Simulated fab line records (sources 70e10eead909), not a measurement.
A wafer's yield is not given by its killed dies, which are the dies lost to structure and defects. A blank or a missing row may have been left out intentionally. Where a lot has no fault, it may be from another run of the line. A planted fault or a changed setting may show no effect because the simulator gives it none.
Matching of chambers | flow nandHarc | NHARC_A_CHANNEL_FILL_D1_ALD_14 on aldHk-03: 4 sister chambers
The step deposits SiO2, target thk 2.5 nm, pulse time 10 s, ald cycles 25. 14 wafers are shown with their chamber, then 7 later ones without.

EACH WAFER AND ITS CHAMBER
wafer  | chamber | heaterPowerW (W) | precursorPulseHeightRel
L076.2 | 2       | 539              | 1.000
L076.4 | 1       | 479              | 0.962
L076.5 | 3       | 493              | 0.983
L079.2 | 1       | 493              | 1.001
L079.4 | 3       | 490              | 1.024
L079.6 | 0       | 422              | 0.986
L081.1 | 3       | 492              | 0.980
L081.4 | 1       | 491              | 0.984
L081.6 | 2       | 523              | 1.018
L083.1 | 3       | 494              | 1.005
L083.2 | 0       | 414              | 0.976
L083.3 | 2       | 497              | 0.975
L086.2 | 0       | 413              | 1.038
L086.3 | 3       | 492              | 0.971

SIGNATURES (means of the wafers above)
reading                 | chamber 0 | chamber 1 | chamber 2 | chamber 3 | scatter within a chamber
heaterPowerW            | 416.33    | 487.67    | 519.67    | 492.20    | 10.3
precursorPulseHeightRel | 1.00000   | 0.98233   | 0.99767   | 0.99260   | 0.024
Rule: distance of a wafer from a chamber = root of the sum over the readings of ((wafer's reading minus chamber's mean) / reading's scatter) squared. The wafer belongs to the nearest chamber; if the next one is less than 2 further off, it can't be placed. How the scatter is found: for the shown wafers, subtract from each reading the mean of its chamber, square and add these, divide the total by (wafers less chambers), then take the root.

WAFERS MISSING THEIR CHAMBER
wafer  | heaterPowerW (W) | precursorPulseHeightRel
L086.5 | 489              | 0.978
L091.2 | 510              | 0.996
L091.4 | 426              | 0.974
L091.5 | 499              | 0.984
L097.3 | 480              | 0.978
L097.5 | 496              | 0.979
L097.6 | 557              | 0.983

WHICH CHAMBER EACH ONE RAN IN
wafer  | from the rows above          | in truth
L086.5 | can't be placed: 1 or 3      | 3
L091.2 | can't be placed: 2 or 3 or 1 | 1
L091.4 | 0                            | 0
L091.5 | can't be placed: 3 or 1 or 2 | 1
L097.3 | can't be placed: 1 or 3      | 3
L097.5 | can't be placed: 3 or 1 or 2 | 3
L097.6 | 2                            | 2
Correctly placed: 2 of 7. Unplaceable from these rows: 5, with the true chamber sitting among the candidates in 5. Placed wrongly: 0.
